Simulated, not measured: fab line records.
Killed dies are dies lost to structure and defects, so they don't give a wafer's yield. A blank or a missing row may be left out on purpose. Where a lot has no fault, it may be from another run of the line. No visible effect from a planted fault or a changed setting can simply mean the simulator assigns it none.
fab line records	flow n5_finfet
record: lots: 24	wafers: 72	last_day: 19
route steps=1938 shown SD_EPI_P@303 ILD0@335 SDB@375 HKMG_FIN@386
lots with no fault: from the same line, run without faults
start_h: the number of hours between the record's first day and the start of the first shown wafer of the lot	wait_h: how many hours have passed since the lot's step before this one	" unchanged from the row above	L1.1+2: a row that stands for several wafers	- either no value or no given start	* or withheld: withheld	< > ~ a bound
route shown NAME@n: NAME is a module with steps in the file, n the number in the route of the first one	usual: mean/standard deviation taken from wafers without a fault	same: alike in all rows	chamber/n: place in a boat	sites: per-site readings	_std_site: standard deviation of those values	_edge_site: mean of outer sites minus mean of inner sites	radius_mm: for every site, how far away it sits from the centre of the wafer	mask NAME#n: copy n	behind: tool/chamber where the wafer was last shaped	hold: reason for holding the lot/hours on hold/outcome of the hold	device: names the non-switching transistor (n, p or np)	end of line: at the end of the route, the tests of the same wafers	for a step that has no rows: nothing shown but its recipe	killed: the dies lost at the first sort to structure and to defects; this is not the yield of the wafer	map: a wafer's dies, x killed, . not, _ none there
set.NAME: setting as actually run; set.NAME@STEP: the setting as run at that earlier step	model.NAME: the simulator's own value behind a step, which no gauge read
steps of the route over a sample of lots; a table a step, a row a wafer
services: when a tool's chamber went out of use (start_h, in hours from the record's first day, below 0 if earlier), for how many hours, and the reason
== steps ==
step: N5_SD_EPI_P_CD_MEAS_09
recipe: target_cd_nm: 240	landing_energy_ev: 500	detector: se_inlens
usual: cd_nm: 240.8/0.99
lot.wafer	tool	chamber	start_h	wait_h	cd_nm
L074.1	cd_sem-01	0	65.16	-	240.9
L074.4	"	0	"	"	240.5
L074.6	"	0	"	"	240.4
L075.1	cd_sem-01	0	69.20	-	239.2
L075.2	"	0	"	"	239.6
L075.6	"	0	"	"	239.2
L076.3	cd_sem-03	0	69.52	-	242.2
L076.4	"	0	"	"	242.1
L076.6	"	0	"	"	242.3
L078.2	cd_sem-02	0	76.77	-	240.3
L078.3	"	0	"	"	239.9
L078.6	"	0	"	"	240.9
L077.4	cd_sem-01	0	80.82	-	242.8
L077.5	"	0	"	"	243.0
L077.6	"	0	"	"	241.9
L080.2	cd_sem-02	0	89.35	-	241.3
L080.4	"	0	"	"	240.4
L080.5	"	0	"	"	240.4
L079.1	cd_sem-01	0	90.45	-	241.8
L079.4	"	0	"	"	240.8
L079.6	"	0	"	"	241.3
L081.1	cd_sem-01	0	97.31	-	239.9
L081.2	"	0	"	"	240.8
L081.6	"	0	"	"	241.9
L082.1	cd_sem-03	0	105.28	-	240.1
L082.3	"	0	"	"	239.0
L082.4	"	0	"	"	239.7
L083.2	cd_sem-02	0	105.44	-	240.0
L083.3	"	0	"	"	240.2
L083.6	"	0	"	"	238.6
L084.1	cd_sem-02	0	112.85	-	240.2
L084.3	"	0	"	"	240.9
L084.4	"	0	"	"	239.9
L085.1	cd_sem-01	0	121.31	-	239.5
L085.4	"	0	"	"	239.5
L085.6	"	0	"	"	239.8
L086.2	cd_sem-01	0	130.31	-	239.2
L086.4	"	0	"	"	241.1
L086.5	"	0	"	"	241.9
L087.1	cd_sem-03	0	132.93	-	241.7
L087.2	"	0	"	"	242.4
L087.5	"	0	"	"	240.9
L088.2	cd_sem-03	0	139.33	-	242.3
L088.3	"	0	"	"	241.1
L088.6	"	0	"	"	243.6
L089.2	cd_sem-01	0	150.22	-	241.2
L089.3	"	0	"	"	241.7
L089.5	"	0	"	"	241.8
L090.2	cd_sem-01	0	151.81	-	240.4
L090.4	"	0	"	"	240.4
L090.6	"	0	"	"	241.7
L091.2	cd_sem-01	0	155.56	-	239.8
L091.5	"	0	"	"	240.3
L091.6	"	0	"	"	240.5
L092.1	cd_sem-01	0	163.54	-	239.9
L092.2	"	0	"	"	241.0
L092.4	"	0	"	"	239.9
L093.2	cd_sem-01	0	172.45	-	240.7
L093.4	"	0	"	"	240.2
L093.6	"	0	"	"	240.9
L094.1	cd_sem-01	0	175.45	-	241.6
L094.3	"	0	"	"	239.9
L094.4	"	0	"	"	242.0
L095.2	cd_sem-02	0	181.85	-	240.8
L095.5	"	0	"	"	239.8
L095.6	"	0	"	"	240.4
L096.2	cd_sem-02	0	187.95	-	241.1
L096.5	"	0	"	"	239.4
L096.6	"	0	"	"	240.4
L097.1	cd_sem-03	0	191.78	-	242.3
L097.5	"	0	"	"	241.6
L097.6	"	0	"	"	241.5
step: N5_SD_EPI_P_INSPECT_11
recipe: mode: adi	inspect_instrument: macro
usual: raw_defect_count: 2.0/1.3
lot.wafer	tool	chamber	start_h	wait_h	raw_defect_count
L074.1	defect_inspect-01	-	65.22	0.0	2
L074.4	"	-	"	"	2
L074.6	"	-	"	"	0
L075.1	defect_inspect-01	-	69.26	0.0	1
L075.2	"	-	"	"	4
L075.6	"	-	"	"	2
L076.3	defect_inspect-01	-	69.58	0.0	0
L076.4	"	-	"	"	2
L076.6	"	-	"	"	4
L078.2	defect_inspect-02	-	76.82	0.0	0
L078.3	"	-	"	"	2
L078.6	"	-	"	"	4
L077.4	defect_inspect-01	-	80.87	0.0	4
L077.5	"	-	"	"	1
L077.6	"	-	"	"	3
L080.2	defect_inspect-02	-	89.40	0.0	1
L080.4	"	-	"	"	3
L080.5	"	-	"	"	2
L079.1	defect_inspect-02	-	90.51	0.0	1
L079.4	"	-	"	"	4
L079.6	"	-	"	"	5
L081.1	defect_inspect-02	-	97.36	0.0	2
L081.2	"	-	"	"	3
L081.6	"	-	"	"	7
L082.1	defect_inspect-02	-	105.33	0.0	2
L082.3	"	-	"	"	3
L082.4	"	-	"	"	1
L083.2	defect_inspect-01	-	105.50	0.0	5
L083.3	"	-	"	"	2
L083.6	"	-	"	"	2
L084.1	defect_inspect-01	-	112.91	0.0	2
L084.3	"	-	"	"	1
L084.4	"	-	"	"	2
L085.1	defect_inspect-02	-	121.36	0.0	2
L085.4	"	-	"	"	3
L085.6	"	-	"	"	2
L086.2	defect_inspect-02	-	130.36	0.0	0
L086.4	"	-	"	"	2
L086.5	"	-	"	"	4
L087.1	defect_inspect-01	-	132.98	0.0	2
L087.2	"	-	"	"	3
L087.5	"	-	"	"	3
L088.2	defect_inspect-02	-	139.38	0.0	2
L088.3	"	-	"	"	2
L088.6	"	-	"	"	0
L089.2	defect_inspect-02	-	150.28	0.0	3
L089.3	"	-	"	"	3
L089.5	"	-	"	"	0
L090.2	defect_inspect-01	-	151.86	0.0	1
L090.4	"	-	"	"	1
L090.6	"	-	"	"	3
L091.2	defect_inspect-02	-	155.62	0.0	1
L091.5	"	-	"	"	1
L091.6	"	-	"	"	1
L092.1	defect_inspect-01	-	163.59	0.0	4
L092.2	"	-	"	"	0
L092.4	"	-	"	"	2
L093.2	defect_inspect-01	-	172.51	0.0	1
L093.4	"	-	"	"	2
L093.6	"	-	"	"	2
L094.1	defect_inspect-01	-	175.50	0.0	1
L094.3	"	-	"	"	0
L094.4	"	-	"	"	1
L095.2	defect_inspect-02	-	181.90	0.0	4
L095.5	"	-	"	"	2
L095.6	"	-	"	"	4
L096.2	defect_inspect-01	-	188.00	0.0	1
L096.5	"	-	"	"	2
L096.6	"	-	"	"	3
L097.1	defect_inspect-02	-	191.83	0.0	3
L097.5	"	-	"	"	2
L097.6	"	-	"	"	1
step: N5_ILD0_LINER_00
recipe: material: SiNx	target_thk_a: 40	temp_c: 400	ald_precursor_family: SiH2I2	ald_co_reactant: N2/H2-plasma	pulse_time_s: 1	purge_time_s: 2	co_reactant_purge_time_s: 2	ald_cycles: 80	pressure_torr: 2
usual: chamber_pressure_Torr: 2.000/0.0047	heater_power_w: 818/89	precursor_pulse_height_rel: 0.999/0.021	susceptor_temp_C: 399.98/0.23
same: purge_time_s: 2
lot.wafer	tool	chamber	start_h	wait_h	chamber_pressure_Torr	heater_power_w	precursor_pulse_height_rel	susceptor_temp_C
L074.1	ald_sin-01	2	71.73	0.1	1.995	803	0.986	400.28
L074.4	"	0	"	"	2.006	781	0.985	400.56
L074.6	"	2	"	"	1.998	826	0.997	399.94
L075.1	ald_sin-01	2	73.81	0.0	2.006	823	1.046	400.10
L075.2	"	1	"	"	2.002	1054	0.957	400.23
L075.6	"	2	"	"	2.004	803	0.966	400.04
L076.3	ald_sin-04	2	74.12	0.0	2.002	879	1.002	400.10
L076.4	"	1	"	"	1.997	694	1.017	399.87
L076.6	"	1	"	"	2.003	713	1.006	399.92
L078.2	ald_sin-02	3	81.39	0.0	2.001	953	0.967	400.58
L078.3	"	2	"	"	2.009	730	0.998	399.89
L078.6	"	2	"	"	2.005	744	1.006	399.96
L077.4	ald_sin-02	0	85.50	0.0	1.995	736	1.006	399.90
L077.5	"	0	"	"	1.991	730	1.008	399.79
L077.6	"	3	"	"	2.003	953	0.996	399.87
L080.2	ald_sin-04	3	95.80	1.7	2.006	953	0.984	399.74
L080.4	"	0	"	"	2.002	772	1.006	399.56
L080.5	"	1	"	"	2.004	706	1.012	399.98
L079.1	ald_sin-02	0	95.84	0.8	1.997	744	0.992	400.19
L079.4	"	1	"	"	2.002	820	1.055	400.02
L079.6	"	1	"	"	2.004	832	0.971	399.97
L081.1	ald_sin-01	1	102.12	0.2	1.993	935	1.014	400.04
L081.2	"	2	"	"	1.995	866	1.033	400.01
L081.6	"	2	"	"	2.001	860	0.995	399.94
L082.1	ald_sin-04	0	110.43	0.0	2.006	782	1.016	400.03
L082.3	"	1	"	"	1.999	699	0.965	400.36
L082.4	"	2	"	"	2.012	880	0.981	400.20
L083.2	ald_sin-04	2	110.82	0.1	1.985	897	1.005	400.19
L083.3	"	0	"	"	2.000	797	0.971	399.92
L083.6	"	1	"	"	2.006	694	0.972	399.97
L084.1	ald_sin-02	1	117.48	0.0	2.001	819	1.005	399.94
L084.3	"	0	"	"	1.997	742	0.985	399.70
L084.4	"	3	"	"	1.994	915	0.990	399.97
L085.1	ald_sin-02	2	127.27	0.2	1.996	742	1.007	399.91
L085.4	"	1	"	"	1.991	841	1.019	400.10
L085.6	"	2	"	"	1.998	746	1.009	400.08
L086.2	ald_sin-04	2	136.02	0.0	2.000	890	0.971	400.21
L086.4	"	0	"	"	1.999	766	1.047	399.68
L086.5	"	1	"	"	2.001	700	1.024	400.15
L087.1	ald_sin-01	2	138.12	0.0	2.002	884	1.000	400.07
L087.2	"	3	"	"	2.002	742	0.977	400.28
L087.5	"	2	"	"	1.999	840	0.977	399.89
L088.2	ald_sin-01	3	147.45	0.0	1.998	733	1.005	399.94
L088.3	"	2	"	"	2.001	857	0.986	400.38
L088.6	"	3	"	"	2.003	731	1.022	399.93
L089.2	ald_sin-01	3	155.70	0.0	2.001	748	1.002	400.13
L089.3	"	0	"	"	2.004	778	1.003	399.84
L089.5	"	3	"	"	2.007	734	1.031	400.08
L090.2	ald_sin-01	2	156.44	0.0	1.990	869	1.001	399.83
L090.4	"	0	"	"	2.006	759	0.973	400.06
L090.6	"	2	"	"	1.998	851	1.022	399.97
L091.2	ald_sin-01	1	160.73	0.1	2.002	964	0.987	399.58
L091.5	"	2	"	"	2.005	859	0.992	400.31
L091.6	"	3	"	"	1.997	736	0.975	399.97
L092.1	ald_sin-02	1	169.51	0.2	1.999	851	0.997	400.00
L092.2	"	0	"	"	1.998	751	0.992	399.94
L092.4	"	3	"	"	2.005	921	1.016	399.66
L093.2	ald_sin-01	3	177.50	0.1	2.001	732	1.003	399.93
L093.4	"	2	"	"	1.999	874	0.998	400.09
L093.6	"	3	"	"	1.996	741	1.046	400.24
L094.1	ald_sin-04	1	181.08	0.0	1.994	680	0.962	400.24
L094.3	"	0	"	"	1.997	793	0.992	400.20
L094.4	"	2	"	"	2.004	893	1.027	400.42
L095.2	ald_sin-04	0	187.99	0.7	1.991	784	0.982	399.80
L095.5	"	3	"	"	2.001	922	1.014	399.94
L095.6	"	2	"	"	2.000	885	1.027	399.94
L096.2	ald_sin-02	2	193.38	0.0	1.999	742	0.995	399.91
L096.5	"	2	"	"	2.002	740	1.032	399.79
L096.6	"	3	"	"	2.000	904	1.010	400.08
L097.1	ald_sin-02	1	197.44	0.2	1.996	802	1.015	399.73
L097.5	"	0	"	"	1.998	744	0.993	400.03
L097.6	"	3	"	"	2.001	931	0.998	399.54
step: N5_SDB_THK_MEAS_31
recipe: reads: a-Si_of_DUMMY_GATE_CVD_03
usual: SDB_THK: 64.2/1.2
lot.wafer	tool	chamber	start_h	wait_h	SDB_THK[nm]
L074.1	film_metro-02	-	82.44	-	66.1
L074.4	"	-	"	"	66.3
L074.6	"	-	"	"	66.6
L075.1	film_metro-01	-	84.82	-	62.9
L075.2	"	-	"	"	65.1
L075.6	"	-	"	"	62.6
L076.3	film_metro-01	-	84.92	-	65.4
L076.4	"	-	"	"	63.3
L076.6	"	-	"	"	65.3
L078.2	film_metro-01	-	92.48	-	64.6
L078.3	"	-	"	"	63.5
L078.6	"	-	"	"	64.6
L077.4	film_metro-02	-	96.16	-	63.0
L077.5	"	-	"	"	62.2
L077.6	"	-	"	"	64.3
L080.2	film_metro-01	-	107.75	-	64.1
L080.4	"	-	"	"	62.8
L080.5	"	-	"	"	63.9
L079.1	film_metro-01	-	108.14	-	64.8
L079.4	"	-	"	"	66.0
L079.6	"	-	"	"	63.3
L081.1	film_metro-02	-	112.65	-	61.6
L081.2	"	-	"	"	66.3
L081.6	"	-	"	"	63.8
L082.1	film_metro-01	-	121.09	-	64.7
L082.3	"	-	"	"	64.5
L082.4	"	-	"	"	64.4
L083.2	film_metro-01	-	121.52	-	63.6
L083.3	"	-	"	"	64.2
L083.6	"	-	"	"	64.6
L084.1	film_metro-01	-	128.16	-	66.9
L084.3	"	-	"	"	63.9
L084.4	"	-	"	"	64.7
L085.1	film_metro-02	-	138.13	-	65.1
L085.4	"	-	"	"	63.3
L085.6	"	-	"	"	64.0
L086.2	film_metro-02	-	146.66	-	65.4
L086.4	"	-	"	"	63.7
L086.5	"	-	"	"	64.3
L087.1	film_metro-01	-	148.64	-	63.5
L087.2	"	-	"	"	62.6
L087.5	"	-	"	"	63.4
L088.2	film_metro-02	-	158.68	-	64.5
L088.3	"	-	"	"	62.8
L088.6	"	-	"	"	65.0
L089.2	film_metro-02	-	166.76	-	64.8
L089.3	"	-	"	"	64.9
L089.5	"	-	"	"	64.8
L090.2	film_metro-02	-	167.58	-	61.7
L090.4	"	-	"	"	65.0
L090.6	"	-	"	"	64.8
L091.2	film_metro-01	-	171.25	-	65.0
L091.5	"	-	"	"	64.5
L091.6	"	-	"	"	63.8
L092.1	film_metro-02	-	180.13	-	64.5
L092.2	"	-	"	"	64.6
L092.4	"	-	"	"	66.2
L093.2	film_metro-02	-	188.46	-	63.0
L093.4	"	-	"	"	66.5
L093.6	"	-	"	"	62.8
L094.1	film_metro-02	-	192.24	-	62.4
L094.3	"	-	"	"	63.6
L094.4	"	-	"	"	65.1
L095.2	film_metro-02	-	198.99	-	65.3
L095.5	"	-	"	"	63.2
L095.6	"	-	"	"	63.3
L096.2	film_metro-02	-	204.00	-	62.4
L096.5	"	-	"	"	64.2
L096.6	"	-	"	"	63.0
L097.1	film_metro-02	-	208.42	-	62.2
L097.5	"	-	"	"	64.0
L097.6	"	-	"	"	62.8
step: N5_HKMG_FIN_HK_ALD_01
recipe: material: HfO2	target_thk_a: 16	temp_c: withheld	ald_precursor_family: HfCl4	ald_co_reactant: H2O	pulse_time_s: 3	purge_time_s: 3	co_reactant_purge_time_s: 2.5	co_reactant_pulse_time_s: 0.3	ald_cycles: 30
usual: precursor_pulse_height_rel: 1.005/0.02
same: purge_time_s: 3
lot.wafer	tool	chamber	start_h	wait_h	precursor_pulse_height_rel
L074.1	ald_hk-03	1	83.05	0.0	0.995
L074.4	"	2	"	"	1.008
L074.6	"	1	"	"	1.005
L075.1	ald_hk-03	0	85.56	0.0	1.009
L075.2	"	1	"	"	1.016
L075.6	"	3	"	"	1.013
L076.3	ald_hk-01	1	85.74	0.0	0.981
L076.4	"	2	"	"	1.005
L076.6	"	3	"	"	1.045
L078.2	ald_hk-02	0	93.25	0.0	0.989
L078.3	"	3	"	"	1.025
L078.6	"	1	"	"	1.003
L077.4	ald_hk-02	1	96.78	0.0	0.971
L077.5	"	0	"	"	1.044
L077.6	"	3	"	"	1.005
L080.2	ald_hk-03	3	108.55	0.0	1.004
L080.4	"	1	"	"	0.977
L080.5	"	0	"	"	1.012
L079.1	ald_hk-01	3	108.80	0.1	1.003
L079.4	"	0	"	"	1.026
L079.6	"	3	"	"	1.061
L081.1	ald_hk-03	1	113.26	0.0	0.988
L081.2	"	0	"	"	0.968
L081.6	"	0	"	"	1.001
L082.1	ald_hk-03	0	121.91	0.0	1.038
L082.3	"	2	"	"	1.016
L082.4	"	1	"	"	1.008
L083.2	ald_hk-02	3	122.15	0.0	1.012
L083.3	"	2	"	"	1.009
L083.6	"	0	"	"	1.009
L084.1	ald_hk-01	2	128.78	0.0	1.026
L084.3	"	0	"	"	0.998
L084.4	"	3	"	"	0.975
L085.1	ald_hk-01	1	139.14	0.0	0.986
L085.4	"	2	"	"	1.029
L085.6	"	1	"	"	0.985
L086.2	ald_hk-03	2	147.35	0.0	0.986
L086.4	"	3	"	"	1.022
L086.5	"	1	"	"	0.991
L087.1	ald_hk-03	0	149.26	0.0	1.019
L087.2	"	3	"	"	1.049
L087.5	"	3	"	"	0.991
L088.2	ald_hk-01	0	159.34	0.0	1.018
L088.3	"	2	"	"	0.997
L088.6	"	2	"	"	0.981
L089.2	ald_hk-01	3	167.38	0.0	1.021
L089.3	"	2	"	"	1.029
L089.5	"	2	"	"	1.011
L090.2	ald_hk-02	2	168.19	0.0	0.992
L090.4	"	1	"	"	1.006
L090.6	"	2	"	"	1.002
L091.2	ald_hk-03	2	171.86	0.0	0.989
L091.5	"	0	"	"	1.004
L091.6	"	1	"	"	1.016
L092.1	ald_hk-02	2	180.87	0.0	1.008
L092.2	"	3	"	"	1.002
L092.4	"	0	"	"	0.990
L093.2	ald_hk-02	2	189.18	0.0	1.011
L093.4	"	3	"	"	1.002
L093.6	"	3	"	"	0.981
L094.1	ald_hk-01	0	192.90	0.0	0.971
L094.3	"	3	"	"	0.993
L094.4	"	2	"	"	1.038
L095.2	ald_hk-03	2	199.61	0.0	1.015
L095.5	"	3	"	"	0.998
L095.6	"	0	"	"	1.019
L096.2	ald_hk-03	2	204.62	0.0	1.017
L096.5	"	2	"	"	1.017
L096.6	"	3	"	"	1.042
L097.1	ald_hk-03	0	209.03	0.0	1.015
L097.5	"	1	"	"	0.984
L097.6	"	0	"	"	0.997
step: N5_HKMG_FIN_ETCH_54
recipe: chemistry: CF4	target: SiARC	target_depth_a: 455	mask_material: CAR-ArF	time_s: 75.8	ion_energy_ev: 80	pressure_mtorr: 40	source_w: 545	bias_w: 36	Ar_flow_sccm: 100	cf4_flow_sccm: 100	ends: cleared
usual: cf4_flow_sccm: 100.0/0.32	drypump_motor_current_A: 5.8/0.48	etch_rf_on_time_s: 75.1/1.9	oes_product_au: 0.69/0.072	rf_vpp_V: 184.0/1.3	showerhead_plenum_p_Torr: 2.14/0.078	throttle_valve_pct: 15.60/0.23
lot.wafer	tool	chamber	start_h	wait_h	cf4_flow_sccm	drypump_motor_current_A	etch_rf_on_time_s	oes_product_au	rf_hours_counter_h	rf_vpp_V	showerhead_plenum_p_Torr	throttle_valve_pct
L074.1	rie_diel-03	3	84.20	0.0	99.7	5.6	75.0	0.61	205	185.5	2.21	16.13
L074.4	"	2	"	"	99.7	6.7	71.8	0.78	21	183.7	2.19	15.65
L074.6	"	2	"	"	100.0	6.7	71.4	0.79	-	184.4	2.19	15.65
L075.1	rie_diel-01	0	86.67	0.0	99.9	6.2	78.7	0.67	110	182.8	2.07	15.66
L075.2	"	3	"	"	99.6	5.1	75.1	0.68	129	180.4	1.97	15.37
L075.6	"	1	"	"	100.4	6.5	73.0	0.78	-	182.8	2.11	15.17
L076.3	rie_diel-03	1	86.85	0.0	100.2	6.5	76.9	0.80	6	183.9	2.19	15.28
L076.4	"	0	"	"	100.3	6.0	76.2	0.75	35	182.8	2.10	15.56
L076.6	"	3	"	"	100.2	5.6	75.8	0.61	-	186.3	2.21	16.13
L078.2	rie_diel-05	2	94.40	0.0	100.0	5.6	71.8	0.67	161	185.3	2.23	15.76
L078.3	"	2	"	"	100.5	5.6	71.4	0.67	-	185.1	2.23	15.76
L078.6	"	3	"	"	100.1	5.6	74.1	0.58	-	182.8	2.12	15.73
L077.4	rie_diel-05	2	97.76	0.0	100.0	5.6	72.1	0.68	-	186.3	2.23	15.73
L077.5	"	2	"	"	100.3	5.6	71.9	0.67	-	185.3	2.23	15.74
L077.6	"	0	"	"	99.7	5.4	74.2	0.80	-	184.7	2.20	15.47
L080.2	rie_diel-05	1	109.97	0.0	99.8	6.2	77.1	0.58	247	185.6	2.11	15.86
L080.4	"	0	"	"	100.1	5.4	75.0	0.76	-	184.0	2.20	15.49
L080.5	"	3	"	"	100.0	5.5	75.1	0.58	-	183.9	2.12	15.70
L079.1	rie_diel-03	2	110.59	0.0	99.7	6.7	73.7	0.75	33	184.6	2.19	15.68
L079.4	"	2	"	"	99.8	6.7	73.3	0.76	-	184.0	2.19	15.69
L079.6	"	0	"	"	99.3	6.0	77.1	0.73	-	184.1	2.10	15.57
L081.1	rie_diel-05	3	114.62	0.0	100.5	5.5	75.7	0.57	263	184.6	2.12	15.74
L081.2	"	1	"	"	99.8	6.2	77.6	0.57	249	182.3	2.11	15.87
L081.6	"	3	"	"	100.4	5.5	75.2	0.58	-	182.8	2.12	15.72
L082.1	rie_diel-01	2	122.99	0.0	100.1	5.4	75.9	0.62	185	184.9	2.21	15.70
L082.3	"	3	"	"	99.8	5.1	74.1	0.67	144	182.2	1.97	15.40
L082.4	"	0	"	"	99.9	6.2	77.8	0.67	125	181.6	2.07	15.70
L083.2	rie_diel-05	2	123.23	0.0	100.0	5.6	73.0	0.67	168	184.5	2.23	15.76
L083.3	"	2	"	"	99.9	5.6	72.9	0.66	-	186.6	2.23	15.76
L083.6	"	2	"	"	100.2	5.6	73.1	0.67	-	186.5	2.23	15.74
L084.1	rie_diel-05	0	130.08	0.0	99.8	5.3	76.2	0.74	37	184.5	2.20	15.51
L084.3	"	3	"	"	99.2	5.6	75.6	0.57	268	183.9	2.12	15.73
L084.4	"	3	"	"	99.5	5.6	75.7	0.57	-	184.0	2.12	15.73
L085.1	rie_diel-05	2	140.32	0.0	100.3	5.6	72.1	0.66	177	184.7	2.23	15.77
L085.4	"	2	"	"	99.9	5.6	72.9	0.65	-	183.9	2.23	15.77
L085.6	"	1	"	"	100.3	6.2	74.8	0.84	-	183.5	2.11	15.38
L086.2	rie_diel-01	3	148.42	0.0	99.6	5.2	75.6	0.65	153	184.6	1.97	15.44
L086.4	"	1	"	"	100.1	6.5	73.6	0.74	39	185.1	2.10	15.23
L086.5	"	3	"	"	100.6	5.1	75.6	0.66	-	181.9	1.96	15.42
L087.1	rie_diel-03	2	150.41	0.0	100.3	6.7	73.4	0.74	49	186.1	2.18	15.71
L087.2	"	0	"	"	99.8	6.0	75.9	0.72	60	182.6	2.09	15.62
L087.5	"	3	"	"	99.8	5.6	76.0	0.59	-	183.6	2.21	16.15
L088.2	rie_diel-01	0	160.62	0.0	99.9	6.3	77.4	0.66	138	182.9	2.06	15.72
L088.3	"	2	"	"	100.2	5.4	76.7	0.61	198	184.1	2.20	15.73
L088.6	"	2	"	"	100.0	5.4	76.1	0.61	-	185.6	2.21	15.73
L089.2	rie_diel-05	2	168.44	0.0	100.7	5.6	72.1	0.65	189	183.4	2.22	15.80
L089.3	"	0	"	"	100.1	5.4	75.1	0.73	53	185.0	2.19	15.54
L089.5	"	1	"	"	99.7	6.2	74.6	0.80	-	182.7	2.11	15.41
L090.2	rie_diel-01	0	169.35	0.0	100.6	6.2	78.8	0.65	141	184.4	2.06	15.71
L090.4	"	3	"	"	100.1	5.1	76.1	0.65	160	181.2	1.96	15.42
L090.6	"	0	"	"	99.9	6.2	78.2	0.66	-	182.3	2.06	15.73
L091.2	rie_diel-05	3	173.12	0.0	99.6	5.5	76.6	0.83	2	183.9	2.11	15.21
L091.5	"	0	"	"	99.4	5.4	76.2	0.71	-	183.6	2.19	15.55
L091.6	"	3	"	"	99.7	5.5	76.2	0.82	-	182.2	2.11	15.22
L092.1	rie_diel-03	0	181.82	0.0	100.0	6.0	75.3	0.71	73	182.9	2.09	15.65
L092.2	"	2	"	"	99.7	6.7	73.3	0.73	58	185.2	2.18	15.72
L092.4	"	3	"	"	99.9	5.6	75.5	0.59	236	186.0	2.20	16.18
L093.2	rie_diel-01	1	190.49	0.0	100.8	6.4	72.2	0.72	54	183.2	2.10	15.26
L093.4	"	2	"	"	100.0	5.4	76.5	0.60	208	185.8	2.20	15.77
L093.6	"	0	"	"	99.9	6.2	78.2	0.65	-	182.8	2.06	15.73
L094.1	rie_diel-01	2	193.84	0.0	99.6	5.4	77.0	0.60	209	183.7	2.20	15.75
L094.3	"	3	"	"	100.2	5.1	75.4	0.65	168	181.6	1.96	15.45
L094.4	"	1	"	"	99.8	6.5	72.7	0.72	55	184.5	2.10	15.25
L095.2	rie_diel-01	1	200.61	0.0	99.8	6.5	73.3	0.72	57	184.4	2.10	15.25
L095.5	"	0	"	"	100.3	6.2	78.7	0.64	-	183.8	2.06	15.74
L095.6	"	1	"	"	100.0	6.4	73.2	0.71	-	183.9	2.10	15.26
L096.2	rie_diel-05	3	205.70	0.0	100.1	5.5	75.9	0.78	13	183.7	2.11	15.24
L096.5	"	3	"	"	100.1	5.6	75.5	0.79	-	183.6	2.11	15.24
L096.6	"	2	"	"	100.1	5.6	72.0	0.64	-	185.1	2.22	15.83
L097.1	rie_diel-01	3	210.10	0.0	100.6	5.1	76.2	0.64	172	181.2	1.96	15.46
L097.5	"	2	"	"	100.3	5.4	77.1	0.60	-	184.4	2.20	15.75
L097.6	"	3	"	"	99.9	5.1	75.8	0.65	-	181.7	1.96	15.46
== services ==
tool	chamber	start_h	hours	kind
ald_sin-02	0	47.97	1.5	repair
ald_hk-02	-	49.78	3.0	repair
rie_diel-05	2	60.15	2.0	repair
ald_hk-03	-	72.46	1.2	repair
rie_diel-05	1	84.10	21.9	repair
ald_sin-01	-	85.46	14.0	pm
ald_sin-01	0	85.46	14.0	vent_cycle
ald_sin-01	1	85.46	14.0	vent_cycle
ald_sin-01	2	85.46	14.0	vent_cycle
rie_diel-05	3	96.30	1.8	repair
rie_diel-05	2	100.11	16.3	repair
ald_hk-01	-	103.42	3.8	repair
ald_sin-01	-	110.18	2.8	pm
rie_diel-05	1	116.46	-	clean
rie_diel-05	1	116.46	-	consumable_replace:focus_ring
rie_diel-05	3	119.45	6.4	repair
ald_sin-01	1	127.63	3.0	repair
rie_diel-05	3	134.83	-	clean
rie_diel-05	3	134.83	-	consumable_replace:focus_ring
rie_diel-05	3	134.83	29.9	scheduled_down
rie_diel-05	3	134.83	29.9	vent_cycle
ald_hk-02	-	144.82	2.8	pm
rie_diel-03	2	157.49	2.7	repair
ald_sin-02	-	176.75	14.0	pm
== key ==
fault none
